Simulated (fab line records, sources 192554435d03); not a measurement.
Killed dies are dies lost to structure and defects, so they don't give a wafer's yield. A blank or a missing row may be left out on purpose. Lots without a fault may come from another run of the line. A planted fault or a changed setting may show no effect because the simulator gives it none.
fab line records | flow n5_finfet
record lots=10 wafers=30 last_day=19
route steps=1938 shown BEOL_M12@1637 PASSIVATION@1936
lots that met no fault: from a run of the same line without faults
start_h: hours from the record's first day to the start of the lot's first wafer shown | wait_h: hours since the lot's step before | " the same as in the row above | L1.1+2: a row that stands for several wafers | - no value, or no start given | * or withheld: withheld | < > ~ a bound
route shown NAME@n: a module of which the file shows steps, and the number in the route of the first | usual: mean/standard deviation of fault-free wafers | same: alike in all rows | chamber/n: place in a boat | sites: the reading at each site | _std_site: their standard deviation | _edge_site: outer sites' mean less inner sites' | radius_mm: how far each site lies from the wafer's centre | mask NAME#n: copy n | behind: the tool/chamber that last shaped the wafer | hold: why the lot was held/for how many hours/how that ended | device: the transistor (n, p or np) that didn't switch | end of line: the same wafers' tests at the end of the route | a step without rows: its recipe alone | killed: dies lost to structure and defects at the first sort, not the wafer's yield | map: a wafer's dies, x killed, . not, _ none there
set.NAME: the setting as run; set.NAME@STEP: as run at that earlier step | model.NAME: the simulator's own value behind a step, which no gauge read
steps of the route over a sample of lots; a table a step, a row a wafer
services: from which hour (start_h, from the record's first day; less than 0 if before it) a tool's chamber was out of use, for how many hours, and why
## steps
# step N5_BEOL_M12_ETCH_68
# recipe chemistry=N2/H2 target=SOC mask_material=SiARC source_w=3000 bias_w=350 temp_c=40 time_s=285 ion_energy_ev=200 pressure_mtorr=30 n2_flow_sccm=200 h2_flow_sccm=200
# usual drypump_motor_current_A=5.7/0.54 oes_product_au=0.77/0.088 rf_vpp_V=523.7/2.6 showerhead_plenum_p_Torr=2.53/0.09 throttle_valve_pct=17.8/0.31
# columns lot.wafer tool chamber start_h wait_h drypump_motor_current_A oes_product_au rf_hours_counter_h rf_vpp_V showerhead_plenum_p_Torr throttle_valve_pct
L310.2 rie_diel-04 0 292.79 0.1 6.0 0.86 64 525.9 2.58 17.9
L310.3 " 3 " " 5.9 0.68 235 525.9 2.60 17.7
L310.6 " 3 " " 5.9 0.69 - 525.9 2.60 17.7
L311.2 rie_diel-01 3 316.26 0.1 5.8 0.79 102 524.0 2.55 17.4
L311.4 " 0 " " 5.8 0.99 2 521.7 2.49 17.2
L311.5 " 2 " " 5.1 0.92 - 523.2 2.47 17.6
L312.4 rie_diel-03 2 323.39 0.1 5.5 0.68 224 523.1 2.50 17.9
L312.5 " 1 " " 6.4 0.76 - 527.7 2.68 18.0
L312.6 " 2 " " 5.5 0.68 - 523.2 2.50 17.9
L313.1 rie_diel-03 0 346.46 0.1 4.7 0.72 206 520.9 2.41 18.0
L313.4 " 2 " " 5.5 0.67 233 523.0 2.50 17.9
L313.6 " 1 " " 6.4 0.76 - 526.9 2.67 18.0
L328.1 rie_diel-03 0 379.05 0.1 4.7 0.72 216 520.9 2.40 18.0
L328.2 " 2 " " 5.5 0.66 244 522.8 2.50 17.9
L328.5 " 2 " " 5.5 0.66 - 523.9 2.50 17.9
L329.1 rie_diel-03 1 413.84 0.1 6.4 0.74 162 527.9 2.66 18.1
L329.2 " 0 " " 4.7 0.71 232 518.6 2.40 18.1
L329.5 " 0 " " 4.8 0.71 - 520.7 2.40 18.1
L327.1 rie_diel-04 1 420.56 0.1 5.3 0.83 63 527.0 2.66 17.5
L327.4 " 0 " " 6.0 0.80 106 523.6 2.56 18.0
L327.6 " 1 " " 5.3 0.82 - 527.8 2.66 17.5
L330.2 rie_diel-01 3 422.12 0.1 5.8 0.76 141 524.0 2.54 17.5
L330.4 " 2 " " 5.1 0.87 48 522.5 2.46 17.6
L330.5 " 2 " " 5.1 0.88 - 522.0 2.46 17.6
L332.1 rie_diel-03 3 427.47 0.1 5.9 0.68 247 520.5 2.50 18.2
L332.2 " 0 " " 4.8 0.70 239 519.7 2.40 18.1
L332.3 " 1 " " 6.4 0.73 169 526.8 2.66 18.1
L331.1 rie_diel-03 3 428.37 0.1 5.9 0.68 247 521.8 2.50 18.2
L331.5 " 0 " " 4.7 0.69 - 518.4 2.40 18.1
L331.6 " 3 " " 5.9 0.68 - 521.6 2.50 18.2
# step N5_BEOL_M12_TRENCH_ETCH_34
# recipe chemistry=C4F8/O2/Ar target=SiOC target_depth_a=3189.5 mask_material=SOC pressure_mtorr=30 source_w=3000 bias_w=700 Ar_flow_sccm=400 C4F8_flow_sccm=15 O2_flow_sccm=8 he_inner_torr=15 he_outer_torr=30 time_s=125.5 ion_energy_ev=250
# usual drypump_motor_current_A=5.7/0.53 oes_product_au=0.77/0.088 rf_vpp_V=665/3.1 showerhead_plenum_p_Torr=3.41/0.11 throttle_valve_pct=24.23/0.25
# columns lot.wafer tool chamber start_h wait_h drypump_motor_current_A oes_product_au rf_hours_counter_h rf_vpp_V showerhead_plenum_p_Torr throttle_valve_pct
L310.2 rie_diel-04 0 292.98 0.0 6.0 0.86 64 667 3.48 24.46
L310.3 " 3 " " 5.9 0.69 235 668 3.51 24.14
L310.6 " 3 " " 5.9 0.69 - 670 3.51 24.16
L311.2 rie_diel-01 3 316.44 0.0 5.8 0.79 102 668 3.43 23.74
L311.4 " 0 " " 5.8 0.99 2 664 3.36 23.72
L311.5 " 2 " " 5.1 0.93 - 663 3.38 24.35
L312.4 rie_diel-03 2 323.57 0.0 5.5 0.68 224 664 3.38 24.35
L312.5 " 1 " " 6.4 0.76 - 669 3.55 24.31
L312.6 " 2 " " 5.5 0.67 - 665 3.38 24.35
L313.1 rie_diel-03 0 346.64 0.0 4.8 0.72 206 661 3.24 24.37
L313.4 " 2 " " 5.5 0.67 233 664 3.38 24.37
L313.6 " 1 " " 6.4 0.76 - 670 3.55 24.29
L328.1 rie_diel-03 0 379.23 0.0 4.8 0.72 217 662 3.24 24.34
L328.2 " 2 " " 5.5 0.66 244 664 3.37 24.38
L328.5 " 2 " " 5.5 0.67 - 664 3.37 24.38
L329.1 rie_diel-03 1 414.02 0.0 6.4 0.74 162 669 3.54 24.33
L329.2 " 0 " " 4.8 0.70 232 660 3.23 24.38
L329.5 " 0 " " 4.7 0.70 - 660 3.23 24.36
L327.1 rie_diel-04 1 420.75 0.0 5.3 0.82 63 670 3.61 24.13
L327.4 " 0 " " 6.0 0.81 106 666 3.46 24.51
L327.6 " 1 " " 5.3 0.82 - 672 3.61 24.14
L330.2 rie_diel-01 3 422.30 0.0 5.8 0.75 141 665 3.40 23.79
L330.4 " 2 " " 5.1 0.88 48 664 3.37 24.39
L330.5 " 2 " " 5.1 0.88 - 663 3.37 24.38
L332.1 rie_diel-03 3 427.65 0.0 6.0 0.67 247 663 3.37 24.53
L332.2 " 0 " " 4.7 0.71 239 660 3.23 24.39
L332.3 " 1 " " 6.4 0.73 169 668 3.53 24.34
L331.1 rie_diel-03 3 428.55 0.0 6.0 0.69 248 665 3.37 24.54
L331.5 " 0 " " 4.8 0.71 - 661 3.23 24.39
L331.6 " 3 " " 6.0 0.68 - 664 3.37 24.54
# step N5_BEOL_M12_STRIP_37
# recipe chemistry=N2/H2 power_w=1000 temp_c=250 h2_frac=0.65 overash_fraction=0.3 pressure_mtorr=withheld n2_flow_sccm=1750 h2_flow_sccm=3250
# usual drypump_motor_current_A=5.8/0.56 heater_power_w=347/17 oes_product_au=0.789/0.01
# columns lot.wafer tool chamber start_h wait_h drypump_motor_current_A heater_power_w oes_product_au rf_hours_counter_h
L310.2 plasma_asher-01 1 293.17 0.0 6.5 326 0.785 129
L310.3 " 1 " " 6.5 326 0.782 -
L310.6 " 0 " " 5.3 358 0.786 -
L311.2 plasma_asher-01 0 316.63 0.0 5.3 352 0.791 133
L311.4 " 1 " " 6.5 318 0.792 -
L311.5 " 1 " " 6.5 330 0.770 -
L312.4 plasma_asher-01 1 323.78 0.1 6.5 324 0.785 -
L312.5 " 0 " " 5.3 354 0.787 -
L312.6 " 1 " " 6.5 325 0.795 -
L313.1 plasma_asher-01 0 346.83 0.0 5.3 348 0.813 139
L313.4 " 0 " " 5.4 353 0.792 -
L313.6 " 1 " " 6.5 323 0.791 -
L328.1 plasma_asher-01 1 379.42 0.0 6.5 325 0.790 145
L328.2 " 0 " " 5.4 363 0.776 145
L328.5 " 1 " " 6.5 317 0.767 -
L329.1 plasma_asher-01 0 414.22 0.0 5.3 350 0.795 152
L329.2 " 1 " " 6.5 330 0.793 152
L329.5 " 1 " " 6.5 318 0.777 -
L327.1 plasma_asher-01 0 421.01 0.1 5.3 352 0.777 154
L327.4 " 1 " " 6.5 318 0.779 -
L327.6 " 1 " " 6.5 323 0.792 -
L330.2 plasma_asher-02 0 422.49 0.0 6.0 356 0.779 109
L330.4 " 0 " " 6.0 373 0.759 -
L330.5 " 1 " " 5.1 357 0.798 -
L332.1 plasma_asher-02 0 427.84 0.0 6.0 366 0.787 111
L332.2 " 1 " " 5.1 356 0.781 111
L332.3 " 0 " " 6.0 370 0.798 -
L331.1 plasma_asher-02 0 428.74 0.0 6.1 362 0.798 111
L331.5 " 1 " " 5.2 368 0.784 -
L331.6 " 0 " " 6.0 370 0.785 -
# step N5_BEOL_M12_SPUTTER_45
# recipe material=Cu target_thk_a=800 temp_c=-20 bias_v=60 power_w=26000 chamber_pressure_pa=0.13 time_s=13.33
# usual cathode_dc_power_W=26001/4.9 chamber_pressure_pa=0.13004/0.00026 chuck_gas_flow_sccm=1.26/0.048 throttle_valve_pct=30.2/0.84
# columns lot.wafer tool chamber start_h wait_h cathode_dc_power_W chamber_pressure_pa chuck_gas_flow_sccm throttle_valve_pct
L310.2 pvd_sputter-03 - 295.19 0.0 26004 0.13013 1.35 29.2
L310.3 " - " " 25998 0.13 1.26 30.2
L310.6 " - " " 26004 0.13039 1.30 30.5
L311.2 pvd_sputter-03 - 319.46 0.0 26004 0.13038 1.33 30.9
L311.4 " - " " 26003 0.13005 1.22 28.9
L311.5 " - " " 26002 0.13009 1.24 28.8
L312.4 pvd_sputter-03 - 326.41 0.0 29954 0.13037 1.27 30.7
L312.5 " - " " 29965 0.13028 1.26 29.2
L312.6 " - " " 29977 0.12993 1.29 29.9
L313.1 pvd_sputter-03 - 349.26 0.0 29966 0.13026 1.25 29.4
L313.4 " - " " 29961 0.13018 1.24 28.8
L313.6 " - " " 29965 0.1301 1.30 29.4
L328.1 pvd_sputter-02 - 381.43 0.0 25999 0.13035 1.22 31.2
L328.2 " - " " 26006 0.12981 1.30 30.5
L328.5 " - " " 25999 0.13021 1.35 31.0
L329.1 pvd_sputter-03 - 417.65 0.0 26006 0.13013 1.34 30.7
L329.2 " - " " 25995 0.13022 1.33 30.0
L329.5 " - " " 26006 0.13011 1.34 29.3
L327.1 pvd_sputter-02 - 423.85 0.0 25995 0.12993 1.26 30.7
L327.4 " - " " 26003 0.12953 1.19 31.0
L327.6 " - " " 26007 0.13046 1.20 30.7
L330.2 pvd_sputter-03 - 424.28 0.0 26000 0.13015 1.25 29.0
L330.4 " - " " 26000 0.13006 1.27 30.5
L330.5 " - " " 25994 0.13042 1.28 28.8
L332.1 pvd_sputter-02 - 432.43 0.0 26005 0.12991 1.21 29.1
L332.2 " - " " 26000 0.12997 1.26 30.8
L332.3 " - " " 26002 0.1297 1.27 30.3
L331.1 pvd_sputter-03 - 432.48 0.0 26001 0.13021 1.33 29.8
L331.5 " - " " 25992 0.13008 1.35 29.5
L331.6 " - " " 26001 0.12998 1.14 29.1
# step N5_PASSIVATION_PROBE_49
# usual defect_limited_yield=91.4/1.2 killed_at_M0_to_M3=34/9.1 killed_at_M4_up=14/5.8 killed_at_contacts=13/6 killed_at_front_end=38/10 killed_at_other=3.2/2.7 killed_dies=102/14 killed_open=68/11 killed_short=32/7.2 sort_bin_5_function=5.1/0.83 sort_bin_6_memory=3.2/0.56 sort_bin_8_speed=0.01/0.064 sort_n_pass=1078/14 sort_yield_pct=91.4/1.2
# same gross_dies=1180 killed_at_back_side=0 sort_bin_4_leakage[%]=0
# columns lot.wafer tool chamber start_h wait_h defect_limited_yield[%] killed_at_M0_to_M3 killed_at_M4_up killed_at_contacts killed_at_front_end killed_at_other killed_dies killed_open killed_short sort_bin_5_function[%] sort_bin_6_memory[%] sort_bin_8_speed[%] sort_n_pass sort_yield_pct[%]
L328.1 prober-01 - 417.59 0.0 93.6 30 14 7 22 3 76 52 24 3.7 2.5 0 1104 93.6
L328.2 prober-01 - 417.64 0.1 93.6 26 17 6 24 2 75 49 24 3.6 2.5 0 1105 93.6
L328.5 prober-01 - 417.79 0.2 92.5 33 14 18 20 3 88 62 26 3.9 3.1 0.76 1083 91.8
L327.1 prober-01 - 453.50 0.0 89.9 26 18 8 64 3 119 70 41 6.4 3.0 0 1061 89.9
L327.4 prober-01 - 453.65 0.2 90.0 38 17 10 52 1 118 65 49 6.2 3.6 0 1062 90.0
L327.6 prober-01 - 453.75 0.3 90.7 53 12 7 38 0 110 74 35 6.0 2.9 0 1070 90.7
# killed by level:class
L328.1 BEOL_M3:geometric_particle:open=9 BEOL_M0_SAQP:geometric_particle:open=7 BEOL_M4:geometric_particle:open=7 MOL_CONTACT_COAG:geometric_particle:open=6 BEOL_M0_SAQP:geometric_particle:short=5 STARTING-WAFER:geometric_particle:open=4 STI_FIN_REVEAL:geometric_particle:open=3 BEOL_M2:geometric_particle:open=3
L328.2 BEOL_M4:geometric_particle:open=9 BEOL_M0_SAQP:geometric_particle:open=7 FIN_SAQP:geometric_particle:short=5 MOL_CONTACT_COAG:geometric_particle:open=5 BEOL_M0_SAQP:geometric_particle:short=5 GATE_CUT:geometric_particle:short=4 BEOL_M3:geometric_particle:open=4 STI_FIN_REVEAL:geometric_particle:open=3
L328.5 MOL_CONTACT_COAG:geometric_particle:open=15 BEOL_M3:geometric_particle:open=11 BEOL_M0_SAQP:geometric_particle:open=8 BEOL_M4:geometric_particle:open=8 FIN_SAQP:geometric_particle:short=4 STI_FIN_REVEAL:geometric_particle:open=4 BEOL_M0_SAQP:geometric_particle:short=4 MOL_CONTACT_COAG:geometric_particle:short=3
L327.1 FIN_SAQP:geometric_particle:open=15 FIN_SAQP:geometric_particle:short=13 DUMMY_GATE:geometric_particle:open=9 BEOL_M4:geometric_particle:open=8 BEOL_M1:geometric_particle:open=7 STI_FIN_REVEAL:geometric_particle:open=6 HKMG_FIN:area_etch=6 MOL_CONTACT_COAG:geometric_particle:open=5
L327.4 FIN_SAQP:geometric_particle:open=15 BEOL_M0_SAQP:geometric_particle:short=12 BEOL_M0_SAQP:geometric_particle:open=11 FIN_SAQP:geometric_particle:short=9 DUMMY_GATE:geometric_particle:short=7 DUMMY_GATE:geometric_particle:open=7 MOL_CONTACT_COAG:geometric_particle:open=7 STI_FIN_REVEAL:geometric_particle:open=5
L327.6 BEOL_M0_SAQP:geometric_particle:open=16 BEOL_M1:geometric_particle:open=11 BEOL_M0_SAQP:geometric_particle:short=10 FIN_SAQP:geometric_particle:open=9 BEOL_M3:geometric_particle:open=8 FIN_SAQP:geometric_particle:short=7 DUMMY_GATE:geometric_particle:open=6 STARTING-WAFER:geometric_particle:short=5
## services
# columns tool chamber start_h hours kind
rie_diel-03 1 269.17 19.3 repair
rie_diel-03 0 281.58 5.7 repair
rie_diel-04 0 290.12 2.4 repair
rie_diel-01 0 292.69 - clean
rie_diel-01 0 292.69 - consumable_replace:focus_ring
rie_diel-01 0 292.69 15.0 scheduled_down
rie_diel-01 0 292.69 15.0 vent_cycle
rie_diel-03 3 295.82 1.8 repair
pvd_sputter-03 - 296.52 4.4 repair
rie_diel-03 1 306.78 12.7 repair
pvd_sputter-02 - 313.19 18.0 repair
rie_diel-04 1 342.50 16.4 repair
rie_diel-04 3 358.97 - clean
rie_diel-04 3 358.97 - consumable_replace:focus_ring
rie_diel-04 3 358.97 17.3 scheduled_down
rie_diel-04 3 358.97 17.3 vent_cycle
rie_diel-01 2 362.94 8.1 repair
rie_diel-01 1 363.66 11.4 repair
rie_diel-04 0 387.03 10.7 repair
rie_diel-03 2 395.89 - clean
rie_diel-03 2 395.89 - consumable_replace:focus_ring
rie_diel-03 2 395.89 23.8 scheduled_down
rie_diel-03 2 395.89 23.8 vent_cycle
rie_diel-01 - 425.24 14.6 pm
## key
first_sign step=N5_BEOL_M12_SPUTTER_45 reading=cathode_dc_power_W direction=up sigmas=99+ usual=* struck=*
effect none on later readings
met_at N5_BEOL_M12_SPUTTER_45
struck_lots L312,L313
not_acting_at N5_BEOL_M12_ETCH_68,N5_BEOL_M12_TRENCH_ETCH_34,N5_BEOL_M12_STRIP_37
onset_between 319.46 326.41
fault kind=process_parameter_drift tool=pvd_sputter-03 chamber=- onset_h=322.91 steps=N5_BEOL_M12_SPUTTER_45 channel=power_w offset=* shape=step end_h=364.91 acts_in=* stated=*
